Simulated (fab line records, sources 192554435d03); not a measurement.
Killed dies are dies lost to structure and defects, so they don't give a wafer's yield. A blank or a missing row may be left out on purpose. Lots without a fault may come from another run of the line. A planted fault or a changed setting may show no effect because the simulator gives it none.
fab line records | flow n5_finfet
record lots=6 wafers=18 last_day=19
route steps=1938 shown DUMMY_GATE@250 SPACER0@258 SD_EPI_N@262 BEOL_M4@1111 PASSIVATION@1936
lots that met no fault: from a run of the same line without faults
start_h: hours from the record's first day to the start of the lot's first wafer shown | wait_h: hours since the lot's step before | " the same as in the row above | L1.1+2: a row that stands for several wafers | - no value, or no start given | * or withheld: withheld | < > ~ a bound
route shown NAME@n: a module of which the file shows steps, and the number in the route of the first | usual: mean/standard deviation of fault-free wafers | same: alike in all rows | chamber/n: place in a boat | sites: the reading at each site | _std_site: their standard deviation | _edge_site: outer sites' mean less inner sites' | radius_mm: how far each site lies from the wafer's centre | mask NAME#n: copy n | behind: the tool/chamber that last shaped the wafer | hold: why the lot was held/for how many hours/how that ended | device: the transistor (n, p or np) that didn't switch | end of line: the same wafers' tests at the end of the route | a step without rows: its recipe alone | killed: dies lost to structure and defects at the first sort, not the wafer's yield | map: a wafer's dies, x killed, . not, _ none there
set.NAME: the setting as run; set.NAME@STEP: as run at that earlier step | model.NAME: the simulator's own value behind a step, which no gauge read
lots at some steps of the route; a table a step, a row a wafer
services: from which hour (start_h, from the record's first day; less than 0 if before it) a tool's chamber was out of use, for how many hours, and why
## steps
# step N5_DUMMY_GATE_ETCH_42
# recipe chemistry=CHF3/O2 target=SiO2 target_depth_a=35 time_s=31 ion_energy_ev=30 bias_w=12 pressure_mtorr=30 source_w=600 Ar_flow_sccm=200 CHF3_flow_sccm=50 O2_flow_sccm=5
# usual drypump_motor_current_A=5.6/0.47 oes_ar_750_au=0.80/0.088 oes_product_au=0.81/0.094 rf_vpp_V=42.5/0.93 showerhead_plenum_p_Torr=2.41/0.11 throttle_valve_pct=18.70/0.23
# columns lot.wafer tool chamber start_h wait_h drypump_motor_current_A oes_ar_750_au oes_product_au rf_hours_counter_h rf_vpp_V showerhead_plenum_p_Torr throttle_valve_pct
L327.1 rie_diel-06 1 83.06 0.0 5.1 0.72 0.73 197 43.6 2.30 19.02
L327.2 " 2 " " 6.2 0.81 0.82 92 41.4 2.24 18.62
L327.3 " 3 " " 5.4 0.94 0.96 8 42.6 2.57 18.34
L331.1 rie_diel-06 3 114.22 0.0 5.4 0.91 0.92 18 42.6 2.56 18.36
L331.2 " 1 " " 5.1 0.71 0.71 204 42.0 2.29 19.05
L331.6 " 2 " " 6.2 0.80 0.81 - 43.0 2.24 18.63
L337.4 rie_diel-06 1 143.18 0.0 5.1 0.71 0.70 212 43.0 2.29 19.05
L337.5 " 2 " " 6.2 0.80 0.81 - 41.7 2.23 18.66
L337.6 " 3 " " 5.4 0.90 0.91 - 41.3 2.56 18.38
L341.1 rie_diel-03 0 168.39 0.0 5.5 0.77 0.77 129 42.3 2.42 18.83
L341.2 " 3 " " 5.9 0.74 0.74 169 44.5 2.40 18.83
L341.5 " 0 " " 5.5 0.77 0.76 - 41.6 2.42 18.82
L342.1 rie_diel-06 1 175.45 0.0 5.0 0.70 0.69 222 40.8 2.29 19.07
L342.4 " 0 " " 5.9 0.93 0.93 25 43.7 2.36 18.74
L342.6 " 0 " " 5.9 0.93 0.93 - 42.9 2.36 18.74
L344.1 rie_diel-06 1 186.35 0.1 5.1 0.70 0.70 226 40.3 2.29 19.07
L344.2 " 2 " " 6.2 0.79 0.79 122 43.0 2.23 18.67
L344.4 " 3 " " 5.4 0.86 0.88 40 42.4 2.56 18.41
# step N5_DUMMY_GATE_STRIP_48
# recipe chemistry=N2/H2 time_s=20 power_w=100 temp_c=40 pressure_mtorr=100 rf_frequency_hz=6e+07 bias_power_w=3 n2_flow_sccm=300 h2_flow_sccm=300
# usual drypump_motor_current_A=5.6/0.46 n2_flow_sccm=300.1/0.98 oes_product_au=0.81/0.094 rf_vpp_V=45.3/0.87 showerhead_plenum_p_Torr=3.37/0.15 throttle_valve_pct=12.11/0.26
# columns lot.wafer tool chamber start_h wait_h drypump_motor_current_A n2_flow_sccm oes_product_au rf_hours_counter_h rf_vpp_V showerhead_plenum_p_Torr throttle_valve_pct
L327.1 rie_diel-06 1 83.11 0.0 5.1 298.6 0.72 197 44.9 3.22 12.45
L327.2 " 2 " " 6.2 300.6 0.81 92 44.9 3.15 12.10
L327.3 " 3 " " 5.4 298.7 0.95 8 46.1 3.58 11.66
L331.1 rie_diel-06 3 114.27 0.0 5.4 301.2 0.93 18 45.0 3.58 11.70
L331.2 " 1 " " 5.1 300.0 0.73 204 42.4 3.21 12.46
L331.6 " 2 " " 6.2 298.3 0.82 - 44.1 3.14 12.14
L337.4 rie_diel-06 1 143.22 0.0 5.1 300.1 0.72 212 46.0 3.21 12.49
L337.5 " 2 " " 6.2 299.0 0.80 - 45.0 3.14 12.16
L337.6 " 3 " " 5.4 299.1 0.91 - 44.8 3.57 11.73
L341.1 rie_diel-03 0 168.44 0.0 5.5 299.4 0.77 129 43.6 3.39 12.17
L341.2 " 3 " " 5.9 300.0 0.74 169 45.5 3.37 12.26
L341.5 " 0 " " 5.6 300.5 0.78 - 46.8 3.39 12.18
L342.1 rie_diel-06 1 175.50 0.0 5.1 299.7 0.70 222 45.6 3.20 12.50
L342.4 " 0 " " 5.9 298.7 0.92 25 45.4 3.30 11.98
L342.6 " 0 " " 5.9 299.4 0.93 - 45.1 3.30 11.99
L344.1 rie_diel-06 1 186.40 0.0 5.1 300.1 0.70 226 44.3 3.20 12.53
L344.2 " 2 " " 6.2 299.7 0.78 122 45.6 3.13 12.18
L344.4 " 3 " " 5.4 301.5 0.88 40 45.4 3.56 11.77
# step N5_DUMMY_GATE_PRECLEAN_33
# recipe chemistry=dHF time_s=10 dilution=750:1 temp_c=25
# step N5_DUMMY_GATE_PRECLEAN_25
# recipe chemistry=O3/DIW time_s=45 temp_c=22 o3_ppm=10
# step N5_DUMMY_GATE_PRECLEAN_51
# recipe chemistry=SC2 time_s=45 temp_c=35 mix=1:1:50
# step N5_DUMMY_GATE_SRD_26
# recipe dry=ipa_marangoni time_s=30 temp_c=23 rinse_liquid=diw
# step N5_DUMMY_GATE_UV_OZONE_45
# recipe time_s=120 pressure_torr=760 temp_c=25
# step N5_DUMMY_GATE_INSPECT_27
# recipe inspect_instrument=brightfield mode=aei
# usual raw_defect_count=290/74
# columns lot.wafer tool chamber start_h wait_h raw_defect_count
L327.1 defect_inspect-01 - 83.30 0.0 303
L327.2 " - " " 323
L327.3 " - " " 373
L331.1 defect_inspect-02 - 114.46 0.0 294
L331.2 " - " " 272
L331.6 " - " " 211
L337.4 defect_inspect-02 - 143.41 0.0 352
L337.5 " - " " 329
L337.6 " - " " 463
L341.1 defect_inspect-01 - 168.63 0.0 199
L341.2 " - " " 217
L341.5 " - " " 240
L342.1 defect_inspect-02 - 175.69 0.0 288
L342.4 " - " " 472
L342.6 " - " " 335
L344.1 defect_inspect-02 - 186.58 0.0 395
L344.2 " - " " 363
L344.4 " - " " 392
# step N5_SPACER0_ALD_07
# recipe material=SiNx target_thk_a=20 temp_c=400 ald_precursor_family=SiH2I2 ald_co_reactant=N2/H2-plasma pressure_torr=2
# usual heater_power_w=849/87
# columns lot.wafer tool chamber start_h wait_h heater_power_w
L327.1 ald_sin-04 1 83.34 0.0 941
L327.2 " 0 " " 786
L327.3 " 3 " " 769
L331.1 ald_sin-01 2 114.49 0.0 915
L331.2 " 1 " " 921
L331.6 " 2 " " 915
L337.4 ald_sin-01 1 143.45 0.0 937
L337.5 " 1 " " 933
L337.6 " 2 " " 926
L341.1 ald_sin-03 2 168.66 0.0 925
L341.2 " 1 " " 704
L341.5 " 2 " " 938
L342.1 ald_sin-03 0 175.72 0.0 788
L342.4 " 3 " " 884
L342.6 " 1 " " 722
L344.1 ald_sin-04 1 186.62 0.0 974
L344.2 " 2 " " 770
L344.4 " 0 " " 777
# step N5_SPACER0_ALD_00
# recipe material=SiOCN target_thk_a=35 temp_c=400 ald_precursor_family=alkyl-aminosilane ald_co_reactant=O2/N2-plasma pulse_time_s=3 purge_time_s=2 co_reactant_purge_time_s=2 ald_cycles=58 pressure_torr=2
# usual heater_power_w=850/88 precursor_pulse_height_rel=0.999/0.02
# columns lot.wafer tool chamber start_h wait_h heater_power_w precursor_pulse_height_rel
L327.1 ald_sin-04 1 83.49 0.1 932 1.029
L327.2 " 0 " " 790 1.048
L327.3 " 3 " " 754 1.022
L331.1 ald_sin-01 2 114.65 0.1 928 0.968
L331.2 " 1 " " 884 0.999
L331.6 " 2 " " 926 1.003
L337.4 ald_sin-01 1 143.60 0.1 910 1.000
L337.5 " 1 " " 925 0.987
L337.6 " 2 " " 947 0.984
L341.1 ald_sin-03 2 168.82 0.1 928 1.039
L341.2 " 1 " " 680 0.977
L341.5 " 2 " " 928 1.014
L342.1 ald_sin-03 0 175.87 0.1 793 0.980
L342.4 " 3 " " 862 1.019
L342.6 " 1 " " 700 0.971
L344.1 ald_sin-04 1 186.77 0.1 937 1.008
L344.2 " 2 " " 773 0.996
L344.4 " 0 " " 769 0.983
# step N5_SPACER0_ALD_08
# recipe material=SiNx target_thk_a=20 temp_c=400 ald_precursor_family=SiH2I2 ald_co_reactant=N2/H2-plasma pressure_torr=2
# usual heater_power_w=851/89
# columns lot.wafer tool chamber start_h wait_h heater_power_w
L327.1 ald_sin-04 1 83.75 0.1 959
L327.2 " 0 " " 768
L327.3 " 3 " " 790
L331.1 ald_sin-01 2 114.90 0.1 915
L331.2 " 1 " " 901
L331.6 " 2 " " 914
L337.4 ald_sin-01 1 143.86 0.1 927
L337.5 " 1 " " 901
L337.6 " 2 " " 927
L341.1 ald_sin-03 2 169.07 0.1 924
L341.2 " 1 " " 710
L341.5 " 2 " " 935
L342.1 ald_sin-03 0 176.13 0.1 780
L342.4 " 3 " " 864
L342.6 " 1 " " 694
L344.1 ald_sin-04 1 187.03 0.1 973
L344.2 " 2 " " 779
L344.4 " 0 " " 779
# step N5_SPACER0_INSPECT_04
# recipe inspect_instrument=darkfield mode=post_dep
# usual raw_defect_count=129/31
# columns lot.wafer tool chamber start_h wait_h raw_defect_count
L327.1 defect_inspect-01 - 83.90 0.1 116
L327.2 " - " " 190
L327.3 " - " " 158
L331.1 defect_inspect-01 - 115.06 0.1 120
L331.2 " - " " 115
L331.6 " - " " 72
L337.4 defect_inspect-02 - 144.02 0.1 194
L337.5 " - " " 144
L337.6 " - " " 164
L341.1 defect_inspect-02 - 169.23 0.1 113
L341.2 " - " " 131
L341.5 " - " " 140
L342.1 defect_inspect-01 - 176.29 0.1 112
L342.4 " - " " 192
L342.6 " - " " 144
L344.1 defect_inspect-01 - 187.19 0.1 137
L344.2 " - " " 126
L344.4 " - " " 149
# step N5_SD_EPI_N_COAT_32
# recipe resist=SOC temp_c=250 time_s=60 spin_rpm=1500 resist_thk_nm=350
# usual dispense_pressure_kPa=50/4.5 heater_power_total_W=500.5/1.8 plate_temp_C=250.00/0.17
# columns lot.wafer tool chamber start_h wait_h dispense_pressure_kPa heater_power_total_W plate_temp_C
L327.1 litho_track-05 0 83.93 0.0 55 502.4 249.80
L327.2 " 0 " " 55 503.1 249.70
L327.3 " 0 " " 55 500.7 249.76
L331.1 litho_track-04 0 115.09 0.0 51 498.0 249.92
L331.2 " 0 " " 51 502.2 249.88
L331.6 " 0 " " 51 500.2 249.92
L337.4 litho_track-01 0 144.05 0.0 44 498.5 250.21
L337.5 " 0 " " 44 498.7 250.17
L337.6 " 0 " " 44 499.9 249.92
L341.1 litho_track-01 0 169.26 0.0 44 480.7 241.17
L341.2 " 0 " " 44 477.4 241.05
L341.5 " 0 " " 44 478.5 241.04
L342.1 litho_track-05 0 176.32 0.0 55 502.3 250.10
L342.4 " 0 " " 55 501.9 250.16
L342.6 " 0 " " 55 502.8 249.95
L344.1 litho_track-01 0 187.22 0.0 44 480.1 241.08
L344.2 " 0 " " 44 479.8 240.97
L344.4 " 0 " " 44 478.9 240.97
# step N5_SD_EPI_N_COAT_33
# recipe resist=SiARC temp_c=220 time_s=60 spin_rpm=1500 resist_thk_nm=35
# step N5_BEOL_M4_RC_MEAS_101
# usual DIBL_N=36.0/1.4 DIBL_P=36.1/1.4 IOFF_N=0.153/0.02 IOFF_P=0.211/0.026 ION_N=673/8.7 ION_P=463/6.7 SS_N=71.5/0.5 SS_P=73.3/0.54 VT_N=250.1/2.4 VT_P=-250.2/2.9
# columns lot.wafer tool chamber start_h wait_h DIBL_N[mV/V] DIBL_P[mV/V] IOFF_N[nA/um] IOFF_P[nA/um] ION_N[uA/um] ION_P[uA/um] SS_N[mV/dec] SS_P[mV/dec] VT_N[mV] VT_P[mV]
L327.1 prober-01 0 216.60 0.0 35.3 35.2 0.137 0.193 664 466 70.8 72.7 252.2 -252.2
L327.2 " 0 " " 35.2 34.2 0.129 0.185 658 459 71.5 72.5 253.1 -250.6
L327.3 " 0 " " 36.4 36.3 0.150 0.212 670 460 71.0 72.7 250.4 -248.7
L331.1 prober-02 0 263.63 0.6 36.8 36.6 0.156 0.216 662 459 70.8 73.1 249.5 -251.3
L331.2 " 0 " " 35.9 36.5 0.158 0.207 686 468 71.2 73.4 248.8 -249.9
L331.6 " 0 " " 35.8 35.5 0.143 0.199 674 464 71.3 73.0 249.4 -252.7
L337.4 prober-01 0 291.73 0.5 36.8 37.5 0.189 0.276 698 482 71.5 74.5 244.0 -241.7
L337.5 " 0 " " 36.2 36.2 0.172 0.265 692 478 71.7 74.0 245.9 -241.8
L337.6 " 0 " " 37.4 36.9 0.185 0.277 698 487 71.7 73.3 245.9 -243.3
L341.1 prober-01 0 299.46 0.0 37.8 39.0 0.179 0.240 688 467 72.2 73.9 245.8 -249.0
L341.2 " 0 " " 36.4 36.6 0.149 0.200 678 455 72.0 73.2 250.5 -251.2
L341.5 " 0 " " 36.5 37.8 0.152 0.210 670 465 71.7 73.0 252.1 -251.6
L344.1 prober-01 0 327.24 0.0 36.1 37.4 0.167 0.220 667 460 73.2 73.8 250.3 -251.3
L344.2 " 0 " " 34.8 36.1 0.144 0.194 676 459 71.3 73.4 251.6 -253.8
L344.4 " 0 " " 34.5 35.5 0.140 0.181 673 452 71.8 73.1 251.0 -251.5
L342.1 prober-02 0 347.03 0.0 36.1 37.5 0.152 0.214 673 459 71.5 74.0 247.8 -249.9
L342.4 " 0 " " 33.3 34.2 0.121 0.162 657 454 70.7 72.6 253.6 -255.8
L342.6 " 0 " " 34.1 35.2 0.128 0.177 661 459 70.7 73.0 251.8 -254.9
# step N5_PASSIVATION_PROBE_49
# usual defect_limited_yield=91.2/1.4 killed_at_M0_to_M3=34/9.7 killed_at_M4_up=14/5.2 killed_at_contacts=13/6.7 killed_at_front_end=39/11 killed_at_other=3.6/2.6 killed_dies=104/17 killed_open=69/12 killed_short=34/8.2 sort_bin_5_function=5.3/0.89 sort_bin_6_memory=3.2/0.69 sort_n_pass=1076/17 sort_yield_pct=91.2/1.4
# same gross_dies=1180 killed_at_back_side=0 sort_bin_4_leakage[%]=0 sort_bin_8_speed[%]=0
# columns lot.wafer tool chamber start_h wait_h defect_limited_yield[%] killed_at_M0_to_M3 killed_at_M4_up killed_at_contacts killed_at_front_end killed_at_other killed_dies killed_open killed_short sort_bin_5_function[%] sort_bin_6_memory[%] sort_n_pass sort_yield_pct[%]
L327.1 prober-02 - 323.80 0.0 92.5 28 23 7 25 5 88 65 21 4.4 3.0 1092 92.5
L327.2 prober-02 - 323.85 0.1 88.0 51 23 16 42 10 142 89 49 8.0 3.4 1038 88.0
L327.3 prober-02 - 323.90 0.1 91.2 26 27 21 26 4 104 74 30 5.2 3.4 1076 91.2
L331.1 prober-02 - 376.09 0.0 91.9 37 8 17 26 8 96 63 29 5.4 2.6 1084 91.9
L331.2 prober-02 - 376.14 0.1 94.3 23 12 4 27 1 67 42 22 4.0 1.4 1113 94.3
L331.6 prober-02 - 376.34 0.3 91.5 52 9 5 32 2 100 64 35 4.9 3.1 1080 91.5
# killed by level:class
L327.1 BEOL_M3:geometric_particle:open=11 BEOL_M4:geometric_particle:open=9 STI_FIN_REVEAL:geometric_particle:open=7 BEOL_M0_SAQP:geometric_particle:open=6 FIN_SAQP:geometric_particle:short=5 FIN_SAQP:geometric_particle:open=5 BEOL_M5:geometric_particle:open=5 MOL_CONTACT_COAG:geometric_particle:open=5
L327.2 MOL_CONTACT_COAG:geometric_particle:open=15 BEOL_M4:geometric_particle:open=15 BEOL_M0_SAQP:geometric_particle:open=14 BEOL_M0_SAQP:geometric_particle:short=13 FIN_SAQP:geometric_particle:open=10 FIN_SAQP:geometric_particle:short=6 BEOL_M3:geometric_particle:open=6 BEOL_M2:geometric_particle:short=5
L327.3 MOL_CONTACT_COAG:geometric_particle:open=18 BEOL_M3:geometric_particle:open=6 DUMMY_GATE:geometric_particle:open=5 GATE_CUT:geometric_particle:short=5 BEOL_M4:geometric_particle:open=5 BEOL_M0_SAQP:geometric_particle:short=5 FIN_SAQP:geometric_particle:open=4 BEOL_M0_SAQP:geometric_particle:open=4
L331.1 MOL_CONTACT_COAG:geometric_particle:open=15 BEOL_M0_SAQP:geometric_particle:short=13 BEOL_M0_SAQP:geometric_particle:open=12 STI_FIN_REVEAL:geometric_particle:open=8 BEOL_M3:geometric_particle:open=4 BEOL_M4:geometric_particle:open=4 STARTING-WAFER:geometric_particle:open=4 FIN_SAQP:geometric_particle:open=3
L331.2 BEOL_M1:geometric_particle:open=8 STI_FIN_REVEAL:geometric_particle:open=7 BEOL_M0_SAQP:geometric_particle:open=4 BEOL_M0_SAQP:geometric_particle:short=4 STARTING-WAFER:geometric_particle:open=4 FIN_SAQP:geometric_particle:short=3 ILD0:geometric_particle:short=3 GATE_CUT:geometric_particle:short=3
L331.6 BEOL_M0_SAQP:geometric_particle:short=13 ILD0:geometric_particle:open=7 BEOL_M0:geometric_particle:open=7 BEOL_M0_SAQP:geometric_particle:open=7 BEOL_M1:geometric_particle:open=7 BEOL_M2:geometric_particle:short=7 STI_FIN_REVEAL:geometric_particle:open=5 DUMMY_GATE:geometric_particle:open=5
## services
# columns tool chamber start_h hours kind
rie_diel-06 0 60.37 12.3 repair
rie_diel-06 0 72.68 - clean
rie_diel-06 0 72.68 - consumable_replace:focus_ring
rie_diel-06 0 72.68 19.8 scheduled_down
rie_diel-06 0 72.68 19.8 vent_cycle
ald_sin-03 - 85.41 14.0 pm
ald_sin-03 0 85.41 14.0 vent_cycle
ald_sin-03 1 85.41 14.0 vent_cycle
ald_sin-03 2 85.41 14.0 vent_cycle
ald_sin-03 3 85.41 14.0 vent_cycle
rie_diel-06 1 87.89 3.7 repair
rie_diel-03 1 98.65 2.6 repair
ald_sin-03 0 99.41 - clean
ald_sin-03 1 99.41 - clean
ald_sin-03 2 99.41 - clean
ald_sin-03 3 99.41 - clean
rie_diel-03 1 111.75 7.1 repair
rie_diel-03 0 112.81 4.5 repair
ald_sin-01 1 128.29 6.7 repair
ald_sin-04 3 155.05 1.6 repair
ald_sin-01 - 178.30 14.0 pm
ald_sin-01 0 178.30 14.0 vent_cycle
ald_sin-01 1 178.30 14.0 vent_cycle
ald_sin-01 2 178.30 14.0 vent_cycle
## key
first_sign step=N5_SD_EPI_N_COAT_32 reading=plate_temp_C direction=down sigmas=52 usual=* struck=*
effect step=N5_SD_EPI_N_COAT_32 reading=heater_power_total_W direction=down sigmas=12 usual=* struck=*
met_at N5_SD_EPI_N_COAT_32
struck_wafers L341.1,L341.2,L341.5,L344.1,L344.2,L344.4
onset_between 144.05 169.26
fault kind=process_parameter_drift tool=litho_track-01 chamber=- onset_h=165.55 steps=N5_SD_EPI_N_COAT_32 channel=temp_c offset=* shape=step end_h=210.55 acts_in=* stated=*
